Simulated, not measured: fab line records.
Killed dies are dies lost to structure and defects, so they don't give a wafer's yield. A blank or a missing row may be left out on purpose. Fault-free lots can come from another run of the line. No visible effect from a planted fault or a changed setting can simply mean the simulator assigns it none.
Matching of chambers :: flow n5_finfet :: N5_BEOL_M12_TRENCH_ETCH_34 on rie_diel-04 has 3 sister chambers
The step etches SiOC in C4F8/O2/Ar, target depth 318.95 nm, time 125.5 s. 6 wafers are shown with their chamber, then 7 later ones without.

WAFERS PAIRED WITH THEIR CHAMBERS
wafer: L074.3
chamber: 1
throttle_valve_pct (%): 24.12
showerhead_plenum_p_Torr (Torr): 3.36

wafer: L082.5
chamber: 1
throttle_valve_pct (%): 24.13
showerhead_plenum_p_Torr (Torr): 3.35

wafer: L085.3
chamber: 3
throttle_valve_pct (%): 23.98
showerhead_plenum_p_Torr (Torr): 3.24

wafer: L087.5
chamber: 3
throttle_valve_pct (%): 23.97
showerhead_plenum_p_Torr (Torr): 3.23

wafer: L087.6
chamber: 0
throttle_valve_pct (%): 24.40
showerhead_plenum_p_Torr (Torr): 3.36

wafer: L088.1
chamber: 0
throttle_valve_pct (%): 24.42
showerhead_plenum_p_Torr (Torr): 3.36

WAFERS MISSING THEIR CHAMBER
wafer: L088.3
throttle_valve_pct (%): 23.84
showerhead_plenum_p_Torr (Torr): 3.35

wafer: L088.4
throttle_valve_pct (%): 23.83
showerhead_plenum_p_Torr (Torr): 3.35

wafer: L089.1
throttle_valve_pct (%): 23.99
showerhead_plenum_p_Torr (Torr): 3.23

wafer: L089.3
throttle_valve_pct (%): 23.84
showerhead_plenum_p_Torr (Torr): 3.35

wafer: L089.6
throttle_valve_pct (%): 23.84
showerhead_plenum_p_Torr (Torr): 3.35

wafer: L090.3
throttle_valve_pct (%): 23.85
showerhead_plenum_p_Torr (Torr): 3.35

wafer: L090.5
throttle_valve_pct (%): 23.86
showerhead_plenum_p_Torr (Torr): 3.35

WHICH CHAMBER EACH WENT THROUGH
wafer: L088.3
from the rows above: 3
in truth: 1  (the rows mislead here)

wafer: L088.4
from the rows above: 3
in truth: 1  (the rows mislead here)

wafer: L089.1
from the rows above: 3
in truth: 3

wafer: L089.3
from the rows above: 3
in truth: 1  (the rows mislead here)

wafer: L089.6
from the rows above: 3
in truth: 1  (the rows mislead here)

wafer: L090.3
from the rows above: 3
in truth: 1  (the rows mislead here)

wafer: L090.5
from the rows above: 3
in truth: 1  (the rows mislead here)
1 of 7 placed correctly. From these rows, 0 cannot be placed. Number placed wrongly: 6.
How it was worked out, from the rows above alone: a wafer's distance from a chamber is the root of the sum, over the readings, of the square of ((its reading less the chamber's mean) divided by the reading's scatter). The wafer belongs to the nearest chamber; if the next one is less than 2 further off, it can't be placed. The mean given for a chamber averages the wafers shown for that chamber. How the scatter is found: for the shown wafers, subtract from each reading the mean of its chamber, square and add these, divide the total by (wafers less chambers), then take the root.
